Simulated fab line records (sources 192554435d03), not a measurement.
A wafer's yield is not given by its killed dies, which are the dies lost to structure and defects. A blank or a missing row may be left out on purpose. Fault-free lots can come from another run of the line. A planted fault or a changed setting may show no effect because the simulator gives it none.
A struck lot beside a sound one | flow n5-finfet | 37 steps out of a route of 1938
Sound: wafers L334.4, L334.5, L334.6. Struck: wafers L323.3, L323.4, L323.5. Last of all comes the cause.
Each step with rows lists, per side, the tool, then ch with its chambers, then its first start. Under that, the readings that differ: sound wafers | struck wafers | difference of the means | sigmas: that difference in standard deviations of wafers without a fault.
alike: words and numbers the same on both sides, and readings whose means are apart by under 2 such deviations; not compared: readings that were withheld, readings missing a value for some wafer, numbers with overlapping values and no deviation given by the record, and bounds like >300 which may hide the same value.
Wherever a step has rows on one side only, a row that says differs or no value, or a row with sigmas, the two part there. When numbers do not overlap yet have no deviation, they are printed without sigmas and do not part them. A reading that every wafer of one side lacks parts them only if that side has two wafers or more.

first, 9 steps without rows for these wafers: N5_WELL_APT_HMDS_01 (time 60 s); N5_WELL_APT_COAT_02 (resist thk 950 nm); N5_WELL_APT_EBR_04; N5_WELL_APT_SOFTBAKE_03 (time 60 s); N5_WELL_APT_EXPOSE_05 (exposes mask NWELL, defocus 0 nm, target cd 200 nm); N5_WELL_APT_PEB_06 (peb time 90 s); N5_WELL_APT_DEVELOP_07 (develop time 45 s); N5_WELL_APT_HARDBAKE_12 (time 120 s); N5_WELL_APT_DESCUM_13 (chemistry O2, time 7.9 s).
N5_WELL_APT_IMPLANT_14:
  sound on implanter-02 ch 0, day 6 14:15; struck on implanter-01, day 3 19:58
  no value came back on the struck wafers for beam-energy-keV, beam-on-s (s), faraday-current-uA; on the sound wafers beam-energy-keV reads 160.03 159.93 159.97
then, 25 steps without rows for these wafers: N5_WELL_APT_IMPLANT_15; N5_WELL_APT_STRIP_16 (strips in SPM, time 900 s); N5_WELL_APT_HMDS_18 (time 60 s); N5_WELL_APT_COAT_19 (resist thk 950 nm); N5_WELL_APT_EBR_21; N5_WELL_APT_SOFTBAKE_20 (time 60 s); N5_WELL_APT_EXPOSE_22 (exposes mask PWELL, defocus 0 nm, target cd 200 nm); N5_WELL_APT_PEB_23 (peb time 90 s); N5_WELL_APT_DEVELOP_24 (develop time 45 s); N5_WELL_APT_HARDBAKE_29 (time 120 s); N5_WELL_APT_DESCUM_30 (chemistry O2, time 7.9 s); N5_WELL_APT_IMPLANT_31; N5_WELL_APT_IMPLANT_32; N5_WELL_APT_STRIP_33 (strips in SPM, time 900 s); N5_WELL_APT_RTA_34 (time 10 s); N5_WELL_APT_OXIDE_STRIP_42 (strips SiO2 in dHF, time 45 s, target depth 12 nm); N5_WELL_APT_PRECLEAN_36 (cleans in O3/DIW, time 45 s); N5_WELL_APT_PRECLEAN_39 (cleans in dHF, time 60 s); N5_WELL_APT_SRD_37 (time 30 s); N5_WELL_APT_EPI_41 (deposits Si from SiH4/H2, target thk 50 nm, time 297.7 s); N5_PMOS_HMC_CHANNEL_EPI_HM_DEP_34 (deposits SiO2 from TEOS/O2, target thk 36 nm, time 6.9 s); N5_PMOS_HMC_CHANNEL_EPI_COAT_31 (time 60 s, resist thk 66 nm); N5_PMOS_HMC_CHANNEL_EPI_COAT_03 (resist thk 205 nm); N5_PMOS_HMC_CHANNEL_EPI_EBR_05; N5_PMOS_HMC_CHANNEL_EPI_SOFTBAKE_04 (time 60 s).
-- the record jumps here: 6 days lie between the struck wafers' starts before and after (it left off in module PMOS_HMC_CHANNEL_EPI and takes up again in module BEOL_M4, whose first step shown is number 1111 of the route) --
N5_BEOL_M4_RC_MEAS_101:
  sound on prober-01 ch 0, day 13 00:51; struck on prober-01 ch 0, day 10 01:02
  reading             | sound                    | struck               | difference                    | sigmas
  IOFF_P (nA/um)      | 0.220 0.253 0.190        | 1.315 1.257 1.228    | +1.046                        | +37
  IOFF_P_85C (nA/um)  | 3.8 4.3 3.4              | 22.4 21.6 20.7       | +17.7                         | +43
  IOFF_P_LIN (nA/um)  | 0.102 0.111 0.090        | 0.623 0.602 0.583    | +0.502                        | +46
  IOFF_P_LONG (nA/um) | 9.6e-05 0.000101 9.7e-05 | 1.3217 1.2919 1.2402 | +1.2845                       | +99 or more
  RS_NWELL (ohm/sq)   | 1022 1029 1020           | - - -                | no value on the struck wafers |
  alike: DIBL_N, DIBL_P, IOFF_N, ION_N, ION_P, SS_N, SS_P, VT_N, VT_P
-- a jump in the record: the struck wafers' starts before and after are 4 days apart (it breaks off in module BEOL_M4 and resumes in module PASSIVATION, where the first step shown is number 1936 of the route) --
N5_PASSIVATION_PROBE_49:
  sound on prober-01, day 17 14:17; struck on prober-02, day 14 06:01
  reading                | sound          | struck            | difference | sigmas
  sort_bin_4_leakage (%) | 0 0 0          | 89.58 91.44 91.53 | +90.85     |
  sort-n-pass            | 1040 1070 1049 | 0 0 0             | -1053      | -66
  sort-yield-pct (%)     | 88.1 90.7 88.9 | 0 0 0             | -89        | -64
  alike: defect-limited-yield, killed_at_M0_to_M3, killed_at_M4_up, killed-at-contacts, killed-at-front-end, killed-at-other, killed-dies, killed-open, killed-short, sort_bin_5_function, sort_bin_6_memory

== WHERE THEY PART ==
Last at N5_PASSIVATION_PROBE_49 as far as this record goes, first at N5_WELL_APT_IMPLANT_14.

WHY: whatever the simulator had introduced
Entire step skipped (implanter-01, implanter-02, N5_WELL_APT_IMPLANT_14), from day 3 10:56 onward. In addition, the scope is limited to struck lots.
